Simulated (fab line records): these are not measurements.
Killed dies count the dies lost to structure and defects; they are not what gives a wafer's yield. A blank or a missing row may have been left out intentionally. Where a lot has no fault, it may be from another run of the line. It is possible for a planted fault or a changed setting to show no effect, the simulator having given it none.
Problem report, 8D (eight disciplines) form, completed by code :: flow nand-harc :: the parts of the form that need people (team, actions taken, sign-off) are left out

1. THE PROBLEM
Wafers without a fault read 100.00 C, standard deviation 0.11; plate-temp-C at NHARC_A_M0_PEB_07 reads a mean of 90.97 C on 6 wafers belonging to 2 lots. Measured from the usual mean, that is -82 standard deviations.
The step: peb time 65 s.
The first sign was on wafer L741.1 at day 26 23:11, on litho-track-01. Wafers with a number at this step in the record: 42, from 14 lots. Rule for "out", or "out of limits": more than 4 standard deviations from the usual mean. The rest of the wafers with a number are treated as sound.

2. WHAT IT IS, AND WHAT IT ISN'T
question: which readings at this step
is: plate-temp-C, heater-power-total-W
is not: -

question: which lots
is: L741, L742
is not: L732, L733, L735, L743, L744, L749, L750, L751, L752, L753, L754, L755

question: which wafers of those lots
is: all that have a number
is not: -

question: read on which tools
is: litho-track-01
is not: litho-track-04, litho-track-06

question: when
is: from day 26 23:11
is not: up to then (9 sound wafers); but 27 sound wafers of L743, L744, L749, L750, L751, L752, L753, L754, L755 came after

3. THE SUSPECTS, EACH WITH WHAT RULES IT OUT
Counting: a tool at a process step up to the reading stays a suspect if it ran every lot that is out and no sound lot after the first of them.
- litho-track-01 at NHARC_A_M0_PEB_07 (peb time 65 s): ruled out as a lasting fault. The sound lots L749 went through it after L741, its earliest lot that is out (day 26 23:11).
Left after counting: nothing in the record.

4. THE CAUSE (what the simulator had put in)
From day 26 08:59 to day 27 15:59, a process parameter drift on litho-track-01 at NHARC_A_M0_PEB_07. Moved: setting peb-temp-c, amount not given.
Counting ruled it out, wrongly.

5. THE CHAIN OF EFFECTS, in route order
One row per reading whose mean, taken over the struck wafers that have a number, lies over 3 standard deviations from the usual. Readings are gone through only where the record gives a usual standard deviation; hours: the median, over the lots, of the time from a lot's start at the first step in this table giving one to that lot's start at this step; sigmas: the change measured in usual standard deviations.
hours: 0
step: NHARC_A_M0_PEB_07
reading: heater-power-total-W
usual: 156.7 W
on struck wafers: 137.3
change: -19.4
sigmas: -47

hours: 0
step: NHARC_A_M0_PEB_07
reading: plate-temp-C
usual: 100.00 C
on struck wafers: 90.97
change: -9.03
sigmas: -82
It contains these process steps:
- NHARC_A_M0_PEB_07: peb time 65 s.

6. WHAT WOULD HAVE CAUGHT IT SOONER
First out-of-limits reading in this record: day 26 23:11, which is 14 hours after fault onset at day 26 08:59.
